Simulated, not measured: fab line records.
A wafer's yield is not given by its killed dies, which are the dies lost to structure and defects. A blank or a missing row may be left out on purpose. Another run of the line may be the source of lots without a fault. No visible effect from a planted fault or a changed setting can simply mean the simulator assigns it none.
Comparing a struck lot with a sound one + flow n5-finfet + 15 out of 1938 route steps
Sound: the wafers L634.1, L634.2, L634.6. Struck: wafer L644.4. (L644.1 of the same lot was not struck and is left out.) The cause comes at the end.
Each step with rows lists, per side, the tool, then ch with its chambers, then its first start. Under that, the readings that differ: sound wafers + struck wafers + difference of the means + sigmas: that difference in standard deviations of wafers without a fault.
alike: readings with means less than 2 such deviations apart, plus words and numbers identical on both sides. not compared: withheld readings, readings lacking a value on some wafer, bounds such as >300 that could conceal the same value, and numbers that have no deviation in the record and whose values overlap.
Wherever a step has rows on one side only, a row that says differs or no value, or a row with sigmas, the two part there. When numbers do not overlap yet have no deviation, they are printed without sigmas and do not part them. A reading that every wafer of one side lacks parts them only if that side has two wafers or more.

first, 7 steps without rows for these wafers: N5_BEOL_M12_COAT_04 (resist thk 400 nm); N5_BEOL_M12_EBR_06; N5_BEOL_M12_SOFTBAKE_05 (time 60 s); N5_BEOL_M12_EXPOSE_07 (exposes mask V11); N5_BEOL_M12_PEB_08 (peb time 90 s); N5_BEOL_M12_DEVELOP_09 (develop time 45 s); N5_BEOL_M12_HARDBAKE_14 (time 120 s).
N5_BEOL_M12_CD_MEAS_10: target cd 140 nm.
  sound on cd-sem-01 ch 0, day 12 18:37; struck on cd-sem-02 ch 0, day 15 07:15
  alike: cd-nm
N5_BEOL_M12_OVL_MEAS_11:
  sound on overlay-01 ch 0, day 12 18:39; struck on overlay-02 ch 0, day 15 07:17
  alike: V11_OVL
N5_BEOL_M12_INSPECT_12: inspects for defects (macro).
  struck on defect-inspect-02, day 15 07:18; sound on defect-inspect-02, day 12 18:40
  alike: raw-defect-count
N5_BEOL_M12_DESCUM_15: chemistry O2, time 7.9 s.
  sound on rie-diel-06 ch 0,1,3, day 12 18:42; struck on rie-diel-06 ch 0, day 15 07:20
  alike: drypump-motor-current-A, oes-product-au, rf-vpp-V, showerhead-plenum-p-Torr, throttle-valve-pct
  not compared: rf-hours-counter-h
N5_BEOL_M12_ETCH_59: etches BARC in N2/H2, target depth 89 nm, overetch 26.7 nm, time 67.9 s.
  sound on rie-diel-06 ch 0,1,3, day 12 18:44; struck on rie-diel-06 ch 0, day 15 07:22
  alike: bias-w, drypump-motor-current-A, n2-flow-sccm, oes-product-au, rf-vpp-V, showerhead-plenum-p-Torr, throttle-valve-pct
  not compared: rf-hours-counter-h
N5_BEOL_M12_VIA_ETCH_16: etches SiOC in C4F8/O2/Ar, target depth 724.8 nm.
  sound on rie-diel-06 ch 0,1,3, day 12 18:47; struck on rie-diel-06 ch 0, day 15 07:26
| reading               | sound          | struck | difference | sigmas |
|-----------------------|----------------|--------|------------|--------|
| oes-product-au (a.u.) | 0.67 0.68 0.78 | 1.03   | +0.32      | +5     |
  alike: bias-w, drypump-motor-current-A, he-inner-torr, rf-vpp-V, showerhead-plenum-p-Torr, throttle-valve-pct
N5_BEOL_M12_STRIP_63: strips in N2/H2.
  sound on plasma-asher-01 ch 0,1, day 12 18:59; struck on plasma-asher-02 ch 1, day 15 07:38
| reading               | sound             | struck | difference | sigmas |
|-----------------------|-------------------|--------|------------|--------|
| n2-flow-sccm (sccm)   | 1748 1747 1739    | 1758   | +13        | +2     |
| oes-product-au (a.u.) | 0.702 0.695 0.691 | 0.681  | -0.015     | -3     |
  alike: drypump-motor-current-A, heater-power-w, strip-time-to-endpoint-s
  not compared: rf-hours-counter-h
N5_PASSIVATION_PROBE_49:
  struck on prober-01, day 17 03:50; sound on prober-01, day 14 11:59
| reading         | sound | struck | difference | sigmas |
|-----------------|-------|--------|------------|--------|
| killed-at-other | 1 6 5 | 12     | +8         | +3     |
  alike: defect-limited-yield, killed_at_M0_to_M3, killed_at_M4_up, killed-at-contacts, killed-at-front-end, killed-dies, killed-open, killed-short, sort_bin_5_function, sort_bin_6_memory, sort-n-pass, sort-yield-pct

## WHERE THEY PART
First at N5_BEOL_M12_VIA_ETCH_16; last, within this record, at N5_PASSIVATION_PROBE_49.

WHY: whatever the simulator had introduced
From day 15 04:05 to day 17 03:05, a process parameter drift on rie-diel-06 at N5_BEOL_M12_VIA_ETCH_16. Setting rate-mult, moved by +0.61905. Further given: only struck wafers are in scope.
